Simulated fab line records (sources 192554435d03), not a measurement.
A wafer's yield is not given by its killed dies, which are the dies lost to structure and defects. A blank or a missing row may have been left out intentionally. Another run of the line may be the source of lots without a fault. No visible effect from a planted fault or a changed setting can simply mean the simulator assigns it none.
Chamber matching ; flow n5Finfet ; N5_BEOL_M15_DEP_53 on pecvd-02: 3 sister chambers
The step deposits SiCN from 3MS/NH3, target thk 50 nm, time 17.8 s. 6 wafers are shown with their chamber, then 8 later ones without.

## EACH WAFER AND ITS CHAMBER
wafer;chamber;throttleValvePct (%);showerheadPlenumPTorr (Torr)
L086.3;1;17.7;4.171
L086.4;0;19.4;4.153
L091.3;1;17.6;4.161
L091.4;2;16.6;4.137
L091.6;0;19.3;4.144
L090.2;2;17.1;4.135

## WAFERS WITHOUT THEIR CHAMBER
wafer;throttleValvePct (%);showerheadPlenumPTorr (Torr)
L090.3;16.9;4.126
L090.4;19.3;4.160
L093.1;16.7;4.131
L093.2;19.2;4.147
L093.4;18.9;4.151
L096.3;16.3;4.157
L096.5;16.7;4.142
L096.6;16.5;4.160

## EACH ONE'S CHAMBER
wafer;from the rows above;in truth
L090.3;2;2
L090.4;0;0
L093.1;2;2
L093.2;0;0
L093.4;0;0
L096.3;can't be placed: 2 or 1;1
L096.5;2;2
L096.6;can't be placed: 2 or 1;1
Placed correctly: 6 of 8. Unplaceable from these rows: 2, with the true chamber sitting among the candidates in 2. Placed wrongly: 0.
How it was worked out, from the rows above alone: a wafer's distance from a chamber is the root of the sum, over the readings, of the square of ((its reading less the chamber's mean) divided by the reading's scatter). If the next closest chamber is less than 2 further off than the closest, the wafer can't be placed; otherwise it belongs to the closest. A chamber's mean is the mean of its shown wafers. How the scatter is found: for the shown wafers, subtract from each reading the mean of its chamber, square and add these, divide the total by (wafers less chambers), then take the root.
